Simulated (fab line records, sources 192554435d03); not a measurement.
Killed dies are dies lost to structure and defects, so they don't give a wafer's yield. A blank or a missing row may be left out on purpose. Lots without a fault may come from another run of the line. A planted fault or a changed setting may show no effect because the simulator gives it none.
One fault seen from 3 desks | flow n5_finfet | each desk has only its own numbers; what lay behind them comes last

THE DEFECT DESK
What the inspections along the route counted, lot by lot: means of the sampled wafers that have a number. A lot is out of limits, marked OUT, if its mean lies more than 4 standard deviations from the usual mean; the brackets give that distance.
Columns: A = raw_defect_count at N5_PASSIVATION_INSPECT_67, usual 1.9
lot  | first seen here | A
L633 | day 12 23:44    | 0.7
L635 | day 13 16:14    | 2.7
L637 | day 14 08:11    | 3.3
L639 | day 14 10:10    | 2.3
L650 | day 17 14:46    | 1.0
L652 | day 18 00:58    | 1.5
L651 | day 18 05:52    | 1.3
L653 | day 18 18:26    | 1.0
This desk's finding: nothing out of limits on any of the 8 lots.

THE METROLOGY DESK
What the gauges read, lot by lot, whatever tool the lot ran on: means of the sampled wafers that have a number. A lot is out of limits, marked OUT, if its mean lies more than 4 standard deviations from the usual mean; the brackets give that distance. Of its 10 readings 7 are shown: those that lie furthest out on some lot.
Columns: A = IOFF_N at N5_BEOL_M4_RC_MEAS_101, usual 0.17 nA/um; B = IOFF_P at N5_BEOL_M4_RC_MEAS_101, usual 0.22 nA/um; C = ION_N at N5_BEOL_M4_RC_MEAS_101, usual 671 uA/um; D = ION_P at N5_BEOL_M4_RC_MEAS_101, usual 461 uA/um; E = SS_P at N5_BEOL_M4_RC_MEAS_101, usual 73.5 mV/dec; F = VT_N at N5_BEOL_M4_RC_MEAS_101, usual 250 mV; G = VT_P at N5_BEOL_M4_RC_MEAS_101, usual -250 mV
lot  | first seen here | A    | B    | C   | D   | E    | F   | G
L633 | day 8 10:38     | 0.11 | 0.15 | 663 | 453 | 72.0 | 255 | -257
L635 | day 9 11:28     | 0.13 | 0.20 | 659 | 454 | 72.8 | 253 | -252
L637 | day 9 17:33     | 0.13 | 0.17 | 646 | 446 | 72.5 | 253 | -252
L639 | day 9 21:05     | 0.17 | 0.21 | 672 | 458 | 74.1 | 250 | -251
L649 | day 12 22:58    | 0.21 | 0.25 | 684 | 466 | 73.8 | 245 | -248
L650 | day 13 02:46    | 0.18 | 0.26 | 673 | 466 | 73.8 | 247 | -247
L648 | day 13 03:20    | 0.20 | 0.25 | 687 | 467 | 74.0 | 246 | -247
L651 | day 13 09:13    | 0.16 | 0.19 | 664 | 456 | 73.6 | 250 | -252
L652 | day 13 09:28    | 0.15 | 0.18 | 660 | 449 | 73.2 | 249 | -252
L653 | day 14 03:44    | 0.23 | 0.31 | 694 | 482 | 73.8 | 246 | -240
This desk's finding: nothing out of limits on any of the 10 lots.

THE TOOL OWNER'S DESK: rie_metal-01
The tool's own readings at N5_MIM_BOT_ETCH_ETCH_00 (etches TiN in Cl2/BCl3, target depth 45.5 nm): means of the sampled wafers that have a number, for each lot that ran on this tool. A lot is out of limits, marked OUT, if its mean lies more than 4 standard deviations from the usual mean; the brackets give that distance.
Columns: A = drypump_motor_current_A at N5_MIM_BOT_ETCH_ETCH_00, usual 5.7 A; B = oes_product_au at N5_MIM_BOT_ETCH_ETCH_00, usual 0.81 a.u.; C = throttle_valve_pct at N5_MIM_BOT_ETCH_ETCH_00, usual 22.1 %
lot  | first seen here | A   | B    | C
L637 | day 14 01:25    | 5.5 | 0.92 | 21.8
L649 | day 17 01:31    | 5.9 | 0.66 | 22.4
L648 | day 17 17:38    | 5.9 | 0.66 | 22.4
This desk's finding: nothing out of limits on any of the 3 lots.

PUT TOGETHER
The defect desk saw nothing out of limits.
The metrology desk saw nothing out of limits.
The tool owner's desk saw nothing out of limits.

WHAT THE SIMULATOR HAD PUT IN
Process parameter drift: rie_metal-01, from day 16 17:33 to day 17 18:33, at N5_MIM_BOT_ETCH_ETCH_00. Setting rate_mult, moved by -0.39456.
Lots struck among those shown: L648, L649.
